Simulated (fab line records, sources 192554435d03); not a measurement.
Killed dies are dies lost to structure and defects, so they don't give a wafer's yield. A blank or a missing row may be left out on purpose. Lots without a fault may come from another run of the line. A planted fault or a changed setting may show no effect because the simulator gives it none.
Chamber matching | flow n5_finfet | N5_BEOL_M5_DESCUM_33 on rie_diel-02: 4 sister chambers
The step chemistry O2, time 7 s. 18 wafers are shown with their chamber, then 9 later ones without.

WAFERS WITH THEIR CHAMBER
wafer  | chamber | drypump_motor_current_A (A) | throttle_valve_pct (%) | rf_fwd_power_W (W)
L074.2 | 0       | 5.9                         | 20.19                  | 49.18
L074.4 | 3       | 5.9                         | 20.82                  | 49.70
L074.5 | 1       | 6.0                         | 20.38                  | 49.13
L085.1 | 3       | 5.9                         | 20.40                  | 49.41
L085.2 | 0       | 5.8                         | 20.22                  | 49.12
L085.6 | 2       | 5.5                         | 20.75                  | 49.57
L087.1 | 3       | 5.9                         | 20.39                  | 49.64
L087.5 | 0       | 5.8                         | 20.25                  | 49.15
L087.6 | 1       | 6.0                         | 20.02                  | 49.23
L086.2 | 2       | 5.5                         | 20.75                  | 49.32
L086.3 | 0       | 5.8                         | 20.25                  | 49.24
L086.6 | 2       | 5.5                         | 20.74                  | 49.28
L089.2 | 2       | 5.5                         | 20.75                  | 49.39
L089.4 | 1       | 6.0                         | 20.01                  | 49.23
L089.5 | 1       | 6.0                         | 20.00                  | 49.16
L093.1 | 1       | 6.0                         | 20.01                  | 49.27
L093.2 | 3       | 5.9                         | 20.40                  | 49.42
L093.5 | 3       | 5.9                         | 20.40                  | 49.49

SIGNATURES (means of the wafers above)
reading                 | chamber 0 | chamber 1 | chamber 2 | chamber 3 | scatter within a chamber
drypump_motor_current_A | 5.825     | 6.000     | 5.500     | 5.900     | 0.0231
throttle_valve_pct      | 20.2275   | 20.0840   | 20.7475   | 20.4820   | 0.135
rf_fwd_power_W          | 49.1725   | 49.2040   | 49.3900   | 49.5320   | 0.0998
Rule: a wafer's distance from a chamber is the root of the sum, over the readings, of the square of ((its reading less the chamber's mean) divided by the reading's scatter). The wafer belongs to the nearest chamber; if the next one is less than 2 further off, it can't be placed. The scatter: the root of (the sum of the squares of (reading less its chamber's mean) over the shown wafers, divided by (wafers less chambers)).

WAFERS WITHOUT THEIR CHAMBER
wafer  | drypump_motor_current_A (A) | throttle_valve_pct (%) | rf_fwd_power_W (W)
L094.1 | 5.9                         | 20.41                  | 49.53
L094.5 | 5.9                         | 20.41                  | 49.70
L094.6 | 5.8                         | 20.25                  | 49.27
L095.1 | 5.5                         | 20.40                  | 49.53
L095.3 | 5.8                         | 20.25                  | 49.07
L095.4 | 5.9                         | 20.41                  | 49.41
L096.1 | 5.8                         | 20.27                  | 49.05
L096.3 | 5.9                         | 20.42                  | 49.47
L096.4 | 6.0                         | 20.03                  | 49.48

WHICH CHAMBER EACH WENT THROUGH
wafer  | from the rows above | in truth
L094.1 | 3                   | 3
L094.5 | 3                   | 3
L094.6 | 0                   | 0
L095.1 | 2                   | 2
L095.3 | 0                   | 0
L095.4 | 3                   | 3
L096.1 | 0                   | 0
L096.3 | 3                   | 3
L096.4 | 1                   | 1
Placed correctly: 9 of 9. Can't be placed from these rows: 0. Placed wrongly: 0.
